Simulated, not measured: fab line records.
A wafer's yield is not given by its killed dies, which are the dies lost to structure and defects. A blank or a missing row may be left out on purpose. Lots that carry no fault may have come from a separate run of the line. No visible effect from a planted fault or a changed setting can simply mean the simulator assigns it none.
Chamber matching ; flow n5-finfet ; N5_PASSIVATION_PECVD_01 on pecvd-04: 3 sister chambers
The step deposits SiNx from SiH4/NH3/N2, target thk 200 nm, time 43.2 s. 3 wafers are shown with their chamber, then 12 later ones without.

WAFERS WITH THEIR CHAMBER
wafer;chamber;throttle-valve-pct (%)
L093.1;2;28.8
L093.2;1;26.6
L093.3;0;32.7

WAFERS MISSING THEIR CHAMBER
wafer;throttle-valve-pct (%)
L093.4;33.1
L093.5;26.6
L093.6;28.8
L096.1;33.0
L096.2;28.8
L096.5;28.9
L097.1;32.8
L097.2;26.6
L097.3;28.9
L097.4;26.5
L097.5;32.9
L097.6;28.8

WHICH CHAMBER EACH ONE RAN IN
wafer;from the rows above;in truth
L093.4;0;0
L093.5;1;1
L093.6;2;2
L096.1;0;0
L096.2;2;2
L096.5;2;2
L097.1;0;0
L097.2;1;1
L097.3;2;2
L097.4;1;1
L097.5;0;0
L097.6;2;2
Correct placement for 12 of the 12. Can't be placed from these rows: 0. Number placed wrongly: 0.
How it was worked out, from the rows above alone: a wafer's distance from a chamber is the root of the sum, over the readings, of the square of ((its reading less the chamber's mean) divided by the reading's scatter). The wafer belongs to the nearest chamber; if the next one is less than 2 further off, it can't be placed. The mean given for a chamber averages the wafers shown for that chamber. The scatter (one wafer shown for each chamber): square how far every hidden wafer sits from the nearest shown wafer, average those squares and take the square root.
